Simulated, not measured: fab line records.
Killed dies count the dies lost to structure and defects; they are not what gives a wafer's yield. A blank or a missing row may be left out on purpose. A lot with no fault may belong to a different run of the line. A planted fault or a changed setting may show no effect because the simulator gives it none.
Which tool is to blame? + flow n5_finfet + route of 1938 steps, sampled at 1 step: 24 lots, 72 wafers

## WHAT THE GAUGES SHOWED, per wafer
N5_BEOL_M4_INSPECT_30: inspects for defects (brightfield).
| lot  | measured     | on                | raw_defect_count |
|------|--------------|-------------------|------------------|
| L074 | day 7 06:33  | defect_inspect-02 | 544 430 317      |
| L075 | day 7 21:36  | defect_inspect-01 | 559 451 477      |
| L076 | day 9 00:45  | defect_inspect-02 | 418 410 431      |
| L077 | day 9 09:03  | defect_inspect-01 | 413 378 443      |
| L079 | day 9 10:06  | defect_inspect-02 | 401 372 429      |
| L078 | day 9 11:43  | defect_inspect-01 | 605 421 398      |
| L080 | day 9 17:01  | defect_inspect-01 | 441 337 573      |
| L081 | day 9 19:04  | defect_inspect-02 | 514 401 501      |
| L082 | day 9 22:24  | defect_inspect-02 | 428 513 327      |
| L083 | day 10 04:53 | defect_inspect-01 | 343 483 442      |
| L084 | day 10 15:38 | defect_inspect-02 | 459 551 562      |
| L085 | day 10 17:10 | defect_inspect-02 | 583 297 572      |
| L087 | day 10 18:04 | defect_inspect-01 | 410 445 386      |
| L086 | day 10 19:17 | defect_inspect-02 | 420 298 291      |
| L088 | day 11 19:17 | defect_inspect-01 | 323 627 464      |
| L089 | day 12 02:43 | defect_inspect-02 | 413 362 400      |
| L091 | day 12 07:40 | defect_inspect-02 | 575 575 527      |
| L092 | day 12 22:20 | defect_inspect-02 | 549 411 380      |
| L094 | day 12 22:31 | defect_inspect-01 | 329 439 381      |
| L093 | day 13 04:58 | defect_inspect-01 | 456 495 500      |
| L095 | day 13 18:31 | defect_inspect-02 | 292 404 423      |
| L096 | day 13 18:53 | defect_inspect-01 | 502 802 696      |
| L090 | day 13 21:49 | defect_inspect-01 | 304 388 321      |
| L097 | day 13 23:22 | defect_inspect-02 | 619 414 478      |

## TOOL THAT RAN EACH LOT (tool first, then ch and the chambers of the sampled wafers, then the start)
Record: no process step prior to these readings.

## WHAT THE TOOLS THEMSELVES READ (means of the sampled wafers that have a number; where no wafer has one, the mark that the record gives instead)
The record holds no such reading with a usual standard deviation.

## THE ANSWER, worked out from the rows above alone
Rule: the lots themselves supply what counts as usual. Put in order of their means at a reading, lots are off if they are a third of the lots or fewer, leave a main group of 4 or more, and stand apart from it by a gap of 3 or more times the standard deviation of the main group's means; of several such gaps the widest counts. If all means in a main group match to the digits the tables above print for the reading, that group is not used. Also off: a lot with no number at a reading for which 4 or more lots have one. Any other lot the step has rows for is counted as sound. First the gauges in route order, then the tools' own readings, where a lot's mean is used as printed above. The first step at which some lot is off is used, and at that step the reading that is off furthest; a lot without a number counts as furthest.
Across all readings shown, no lot is off: no conclusion can be drawn from this.

## WHAT THE SIMULATOR PUT IN
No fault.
